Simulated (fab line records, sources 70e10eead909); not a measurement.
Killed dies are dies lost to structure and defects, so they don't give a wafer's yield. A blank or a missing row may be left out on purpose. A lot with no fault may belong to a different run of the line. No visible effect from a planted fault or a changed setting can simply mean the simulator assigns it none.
Which tool was responsible?	flow nandHarc	6 lots with 18 wafers sampled at 2 steps, on a route of 1302 steps

WHAT EACH GAUGE READ, for each wafer
NHARC_A_CONTACT_CD_MEAS_42 targets a cd of 300 nm.
lot	measured	on	cdNm (nm)
L529	day 22 06:18	cdSem-03	300.3 299.3 300.1
L532	day 23 17:37	cdSem-01	300.0 299.5 299.3
L536	day 24 20:58	cdSem-02	300.2 299.9 300.4
L538	day 25 16:37	cdSem-03	300.4 299.8 300.8
L539	day 26 10:03	cdSem-02	299.9 299.6 299.5
L547	day 30 12:34	cdSem-02	299.9 299.6 299.4

EACH LOT AND THE TOOL THAT RAN IT (in order: tool; ch and the chambers of the sampled wafers; start)
lot	NHARC_A_WL_FILL_ETCHBACK_26
L529	rieSi-03 ch 2,3, day 21 20:58
L532	rieSi-05 ch 0,1,3, day 23 10:49
L536	rieSi-04 ch 0,1, day 24 11:59
L538	rieSi-03 ch 0,2,3, day 25 09:19
L539	rieSi-05 ch 1,3, day 26 03:22
L547	rieSi-05 ch 0,3, day 30 00:26
- NHARC_A_WL_FILL_ETCHBACK_26: etches the open film in HBr, target depth 52 nm, time 13.3 s.

THE ANSWER, worked out from the rows above alone
Rule: the lots themselves supply what counts as usual. The widest of any qualifying gaps counts: lots, ordered by their means at a reading, are off when they make up no more than a third of the lots, leave a main group of 4 or more, and stand apart from it by 3 or more times the standard deviation of that group's means. A main group whose means are all the same, to the digits that the tables above print for the reading, isn't used. A lot without any number at a reading at which 4 lots or more have one is off too. Any other lot the step has rows for is counted as sound.
Nothing can be told from this: no lot is off at any reading shown.

WHAT THE SIMULATOR HAD PUT IN
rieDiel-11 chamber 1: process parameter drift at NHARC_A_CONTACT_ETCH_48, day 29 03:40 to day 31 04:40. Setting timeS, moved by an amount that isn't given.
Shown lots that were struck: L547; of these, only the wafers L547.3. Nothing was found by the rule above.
